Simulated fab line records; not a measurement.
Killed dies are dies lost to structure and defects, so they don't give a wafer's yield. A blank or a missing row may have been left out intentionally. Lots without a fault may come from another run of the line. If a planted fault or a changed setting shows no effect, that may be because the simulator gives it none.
fab line records	flow n5Finfet
record lots=11	wafers=33	lastDay=20
route steps=1938 shown FIN_SAQP@102
lots that met no fault: taken from a fault-free run of the same line
startH: the number of hours between the record's first day and the start of the first shown wafer of the lot	waitH: hours elapsed since this lot's preceding step	" the same as in the row above	L1.1+2: one row covering several wafers at once	- no value, or no start given	* or withheld: withheld	< > ~ a bound
route shown NAME@n: NAME is a module with steps in the file, n the number in the route of the first one	usual: mean/standard deviation of fault-free wafers	same: alike in all rows	chamber/n: place in a boat	sites: per-site readings	_std_site: the values' standard deviation	_edge_site: outer sites' mean less inner sites'	radiusMm: how far each site lies from the wafer's centre	mask NAME#n: copy n	behind: the most recent tool/chamber to have shaped the wafer	hold: why the lot went on hold/how many hours it stayed there/how the hold came to an end	device: whichever transistor did not switch (one of n, p or np)	end of line: the tests these same wafers got at the end of their route	step lacking rows: just its recipe	killed: count of dies lost to structure and defects at first sort (not the wafer's yield)	map: shows each die of a wafer: x if killed, . if not, _ if none is there
set.NAME: the setting the step ran with; set.NAME@STEP: the setting that earlier step ran with	model.NAME: the simulator's own value behind a step, which no gauge read
the route's steps for a sample of lots (tables are steps, rows are wafers)
services: a tool's chamber out of use, with start hour (startH, from the record's first day; less than 0 if before it), hours out, and reason
## steps
# step N5_FIN_SAQP_HM_DEP_72
# recipe material=SiO2	targetThkA=120	tempC=400	precursor=SiH4/N2O	pressureTorr=0.75	rfW=275	timeS=7.2
# usual heaterPowerW=827/110	rfFwdPowerW=272.8/1.2	showerheadPlenumPTorr=8.11/0.15	showerheadVppV=1017/46
lot.wafer	tool	chamber	startH	waitH	heaterPowerW	rfFwdPowerW	showerheadPlenumPTorr	showerheadVppV
L404.3	pecvd-01	0	21.99	0.0	756	271.9	8.17	1025
L404.4	"	0	"	"	746	272.1	8.18	1030
L404.5	"	1	"	"	930	271.8	8.00	1010
L405.2	pecvd-03	2	27.69	0.0	953	271.5	8.09	1120
L405.4	"	0	"	"	701	273.8	8.31	983
L405.6	"	1	"	"	751	272.3	8.29	994
L406.1	pecvd-01	1	32.67	0.0	965	274.1	8.02	996
L406.4	"	1	"	"	964	273.7	7.98	981
L406.6	"	0	"	"	835	273.7	8.21	1037
L408.1	pecvd-03	2	48.09	0.0	901	271.2	8.07	1136
L408.3	"	1	"	"	763	275.4	8.31	994
L408.4	"	1	"	"	752	274.1	8.29	999
L411.1	pecvd-01	2	63.93	0.0	868	271.3	7.96	1006
L411.3	"	0	"	"	745	272.0	8.19	1018
L411.4	"	1	"	"	919	273.8	8.01	1006
L415.3	pecvd-03	2	87.83	0.0	878	271.4	8.10	1129
L415.4	"	2	"	"	884	270.9	8.09	1122
L415.6	"	0	"	"	699	273.0	8.29	980
L416.2	pecvd-02	1	96.02	0.0	837	270.9	7.92	1028
L416.3	"	0	"	"	825	271.9	7.99	1049
L416.6	"	1	"	"	813	271.9	7.90	991
L417.3	pecvd-01	2	100.61	0.0	875	271.8	8.00	995
L417.4	"	0	"	"	770	272.7	8.18	1021
L417.6	"	2	"	"	869	270.6	7.99	984
L418.3	pecvd-03	1	105.25	0.1	718	273.5	8.31	984
L418.5	"	0	"	"	619	274.6	8.32	983
L418.6	"	1	"	"	713	274.1	8.30	1009
L424.1	pecvd-02	1	155.84	0.0	809	270.3	7.93	1009
L424.2	"	0	"	"	706	273.7	7.98	1046
L424.6	"	0	"	"	709	274.5	7.96	1062
L425.1	pecvd-02	0	156.52	0.0	750	272.4	7.97	1045
L425.4	"	0	"	"	777	273.0	7.98	1054
L425.6	"	1	"	"	885	270.7	7.90	1010
# step N5_FIN_SAQP_SPACER1_ETCHBACK_25
# recipe chemistry=CHF3/O2	mode=anisotropicEtchback	target=SiO2	targetDepthA=244	timeS=12.2	pressureMtorr=30	sourceW=650	biasW=170	Ar_flow_sccm=200	CHF3_flow_sccm=50	O2_flow_sccm=5	ionEnergyEv=200
# usual drypumpMotorCurrentA=5.8/0.39	oes_o_777_au=0.77/0.056	oesProductAu=0.77/0.059	rfFwdPowerW=645.5/2.1	rfVppV=525/3.5	showerheadPlenumPTorr=2.44/0.049	throttleValvePct=18.82/0.14
lot.wafer	tool	chamber	startH	waitH	drypumpMotorCurrentA	oes_o_777_au	oesProductAu	rfFwdPowerW	rfHoursCounterH	rfVppV	showerheadPlenumPTorr	throttleValvePct
L404.3	rieDiel-05	2	24.74	0.4	5.7	0.77	0.77	647.9	147	524	2.42	18.66
L404.4	"	0	"	"	6.1	0.80	0.80	646.2	78	524	2.44	18.86
L404.5	"	3	"	"	5.5	0.78	0.79	644.8	-	525	2.52	18.78
L405.2	rieDiel-05	2	30.81	0.6	5.7	0.77	0.77	645.7	149	524	2.42	18.67
L405.4	"	0	"	"	6.1	0.80	0.80	646.4	-	523	2.44	18.85
L405.6	"	3	"	"	5.5	0.78	0.78	645.4	-	525	2.52	18.76
L406.1	rieDiel-05	3	35.04	0.4	5.5	0.78	0.78	648.9	122	523	2.52	18.77
L406.4	"	3	"	"	5.5	0.77	0.78	644.0	-	525	2.52	18.76
L406.6	"	0	"	"	6.1	0.79	0.79	648.1	-	523	2.44	18.84
L408.1	rieDiel-05	3	50.44	0.4	5.5	0.77	0.78	645.0	128	524	2.52	18.79
L408.3	"	2	"	"	5.7	0.76	0.76	646.3	157	522	2.41	18.69
L408.4	"	3	"	"	5.5	0.77	0.78	647.0	-	525	2.52	18.77
L411.1	rieDiel-02	1	66.28	0.4	5.7	0.75	0.77	645.4	138	531	2.43	18.98
L411.3	"	2	"	"	4.9	0.77	0.78	648.6	126	531	2.42	19.07
L411.4	"	0	"	"	6.2	0.91	0.91	643.7	25	529	2.45	18.70
L415.3	rieDiel-05	1	91.32	0.4	6.3	0.90	0.91	646.2	13	528	2.37	18.56
L415.4	"	0	"	"	6.1	0.78	0.77	646.1	102	522	2.43	18.86
L415.6	"	0	"	"	6.1	0.77	0.78	645.3	-	520	2.43	18.89
L416.2	rieDiel-04	2	99.69	0.4	6.3	0.77	0.76	649.8	161	526	2.40	18.82
L416.3	"	3	"	"	5.3	0.70	0.70	644.6	192	518	2.50	19.04
L416.6	"	1	"	"	5.3	0.71	0.71	644.4	-	531	2.49	18.85
L417.3	rieDiel-02	1	102.92	0.4	5.7	0.75	0.76	640.2	148	532	2.42	19.00
L417.4	"	3	"	"	5.8	0.71	0.72	639.4	204	533	2.48	19.01
L417.6	"	3	"	"	5.8	0.71	0.72	643.4	-	532	2.48	19.02
L418.3	rieDiel-05	2	107.92	0.4	5.7	0.75	0.75	643.8	177	524	2.41	18.73
L418.5	"	3	"	"	5.5	0.75	0.77	642.9	-	524	2.51	18.83
L418.6	"	2	"	"	5.7	0.75	0.74	645.9	-	523	2.41	18.73
L424.1	rieDiel-05	2	158.86	0.6	5.7	0.74	0.73	648.3	190	523	2.40	18.73
L424.2	"	1	"	"	6.3	0.86	0.87	644.7	32	528	2.36	18.57
L424.6	"	2	"	"	5.7	0.74	0.72	648.9	-	524	2.40	18.74
L425.1	rieDiel-02	0	161.05	0.4	6.2	0.86	0.87	646.4	51	529	2.44	18.76
L425.4	"	3	"	"	5.8	0.70	0.71	640.1	219	532	2.48	19.04
L425.6	"	1	"	"	5.7	0.73	0.75	644.7	-	531	2.42	19.04
# step N5_FIN_SAQP_COAT_68
# recipe resist=SOC	tempC=250	timeS=60	spinRpm=1500	resistThkNm=100
# usual spinSpeedRpm=1499.9/0.79
lot.wafer	tool	chamber	startH	waitH	spinSpeedRpm
L404.3	lithoTrack-05	0	25.60	0.2	1499.3
L404.4	"	0	"	"	1499.3
L404.5	"	0	"	"	1498.8
L405.2	lithoTrack-05	0	31.67	0.3	1500.0
L405.4	"	0	"	"	1499.7
L405.6	"	0	"	"	1500.8
L406.1	lithoTrack-04	0	35.89	0.3	1499.6
L406.4	"	0	"	"	1498.9
L406.6	"	0	"	"	1501.0
L408.1	lithoTrack-04	0	51.29	0.3	1499.7
L408.3	"	0	"	"	1499.9
L408.4	"	0	"	"	1499.3
L411.1	lithoTrack-05	0	67.13	0.3	1500.9
L411.3	"	0	"	"	1500.1
L411.4	"	0	"	"	1500.2
L415.3	lithoTrack-01	0	92.31	0.2	1500.5
L415.4	"	0	"	"	1500.6
L415.6	"	0	"	"	1498.6
L416.2	lithoTrack-01	0	100.55	0.3	1500.2
L416.3	"	0	"	"	1500.7
L416.6	"	0	"	"	1500.1
L417.3	lithoTrack-05	0	103.78	0.2	1500.7
L417.4	"	0	"	"	1500.2
L417.6	"	0	"	"	1499.7
L418.3	lithoTrack-05	0	108.78	0.2	1499.7
L418.5	"	0	"	"	1499.5
L418.6	"	0	"	"	1499.9
L424.1	lithoTrack-04	0	159.75	0.3	1213.2
L424.2	"	0	"	"	1210.9
L424.6	"	0	"	"	1211.1
L425.1	lithoTrack-04	0	161.90	0.3	1214.1
L425.4	"	0	"	"	1212.6
L425.6	"	0	"	"	1213.3
# step N5_FIN_SAQP_ETCH_69
# recipe chemistry=N2/H2	target=SOC	targetDepthA=1500	stopOn=SiNx	ionEnergyEv=100	biasW=61	pressureMtorr=30	sourceW=850	n2FlowSccm=200	h2FlowSccm=200
# usual drypumpMotorCurrentA=5.8/0.43	oesProductAu=0.76/0.067	rfFwdPowerW=843/3	rfVppV=241.1/1	showerheadPlenumPTorr=2.57/0.048	throttleValvePct=17.78/0.19
lot.wafer	tool	chamber	startH	waitH	drypumpMotorCurrentA	oesProductAu	rfFwdPowerW	rfHoursCounterH	rfVppV	showerheadPlenumPTorr	throttleValvePct
L404.3	rieDiel-02	2	25.65	-	4.9	0.78	849	115	240.7	2.56	18.02
L404.4	"	3	"	"	5.8	0.73	842	182	241.2	2.64	17.97
L404.5	"	1	"	"	5.7	0.77	839	-	240.8	2.56	17.84
L405.2	rieDiel-04	2	31.73	-	6.2	0.78	843	140	240.1	2.54	17.70
L405.4	"	1	"	"	5.3	0.72	845	168	242.0	2.64	17.73
L405.6	"	2	"	"	6.2	0.78	845	-	241.3	2.54	17.70
L406.1	rieDiel-05	2	35.96	-	5.7	0.75	841	151	239.6	2.54	17.55
L406.4	"	0	"	"	6.1	0.79	848	-	241.0	2.57	17.72
L406.6	"	3	"	"	5.5	0.77	838	-	241.1	2.67	17.66
L408.1	rieDiel-04	1	51.43	-	5.3	0.72	843	175	241.2	2.64	17.73
L408.3	"	0	"	"	6.0	0.70	846	184	238.7	2.53	17.71
L408.4	"	3	"	"	5.4	0.71	843	177	242.6	2.64	17.96
L411.1	rieDiel-02	0	67.20	-	6.2	0.89	839	25	240.9	2.59	17.62
L411.3	"	2	"	"	4.9	0.76	843	126	242.6	2.55	18.04
L411.4	"	3	"	"	5.8	0.72	843	194	241.1	2.63	17.99
L415.3	rieDiel-05	1	92.37	-	6.3	0.91	843	14	240.4	2.49	17.34
L415.4	"	0	"	"	6.2	0.77	847	102	241.3	2.56	17.77
L415.6	"	2	"	"	5.7	0.74	845	-	240.8	2.53	17.59
L416.2	rieDiel-02	3	100.61	-	5.8	0.71	844	203	242.2	2.63	18.00
L416.3	"	1	"	"	5.7	0.76	844	147	239.1	2.55	17.88
L416.6	"	1	"	"	5.7	0.75	844	-	241.8	2.55	17.88
L417.3	rieDiel-05	2	103.84	-	5.7	0.74	850	176	240.8	2.53	17.61
L417.4	"	1	"	"	6.3	0.88	842	18	238.7	2.49	17.35
L417.6	"	2	"	"	5.7	0.73	847	-	242.3	2.53	17.60
L418.3	rieDiel-04	3	108.84	-	5.3	0.69	841	196	240.2	2.63	17.99
L418.5	"	2	"	"	6.2	0.76	841	-	240.8	2.53	17.76
L418.6	"	3	"	"	5.3	0.69	840	-	240.6	2.63	17.99
L424.1	rieDiel-04	0	159.81	-	6.0	0.68	845	214	239.3	2.52	17.76
L424.2	"	2	"	"	6.2	0.74	847	174	239.5	2.53	17.76
L424.6	"	0	"	"	6.0	0.68	847	-	241.3	2.52	17.76
L425.1	rieDiel-04	0	162.03	-	6.0	0.68	844	215	241.6	2.52	17.76
L425.4	"	0	"	"	6.0	0.68	845	-	241.9	2.52	17.79
L425.6	"	2	"	"	6.2	0.75	843	-	240.1	2.53	17.77
## services
tool	chamber	startH	hours	kind
pecvd-01	1	6.73	2.1	scheduledDown
rieDiel-02	-	15.41	0.6	repair
pecvd-01	-	21.08	0.8	repair
pecvd-03	0	23.78	2.1	scheduledDown
pecvd-02	2	25.56	16.5	repair
pecvd-01	2	26.30	5.5	scheduledDown
rieDiel-05	1	30.81	-	clean
rieDiel-05	1	30.81	-	consumableReplace:focusRing
rieDiel-05	1	30.81	23.1	scheduledDown
rieDiel-05	1	30.81	23.1	ventCycle
pecvd-03	2	50.09	2.1	scheduledDown
pecvd-02	1	71.68	2.1	scheduledDown
rieDiel-02	-	71.96	1.9	repair
pecvd-02	-	72.08	2.8	pm
pecvd-01	-	74.50	0.8	pm
rieDiel-02	-	91.19	4.7	repair
pecvd-03	2	100.24	5.5	scheduledDown
pecvd-02	1	114.09	6.0	repair
pecvd-03	-	122.54	2.8	pm
pecvd-02	0	122.80	2.1	scheduledDown
pecvd-01	0	131.24	13.8	repair
rieDiel-04	1	137.43	26.9	repair
rieDiel-04	-	140.31	15.6	pm
lithoTrack-01	-	143.10	-	consumableReplace:filter
## key
firstSign step=N5_FIN_SAQP_COAT_68	reading=spinSpeedRpm	direction=down	sigmas=99+	usual=*	struck=*
effect none on later readings
metAt N5_FIN_SAQP_COAT_68
struckLots L424,L425
testerLeftOut L424,L425
notActingAt N5_FIN_SAQP_HM_DEP_72,N5_FIN_SAQP_SPACER1_ETCHBACK_25,N5_FIN_SAQP_ETCH_69
onsetBetween 51.29 159.75
fault kind=processParameterDrift	tool=lithoTrack-04	chamber=-	onsetH=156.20	steps=N5_FIN_SAQP_COAT_68	channel=spinRpm	offset=*	shape=step	endH=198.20	actsIn=*	stated=*
# testerLeftOut: of these lots the tester's yield and bins aren't shown, on N5 and GAA mostly nor the transistor test; their killed dies are dies lost to structure and defects alone, not to doping, threshold or leakage, so they don't give the yield
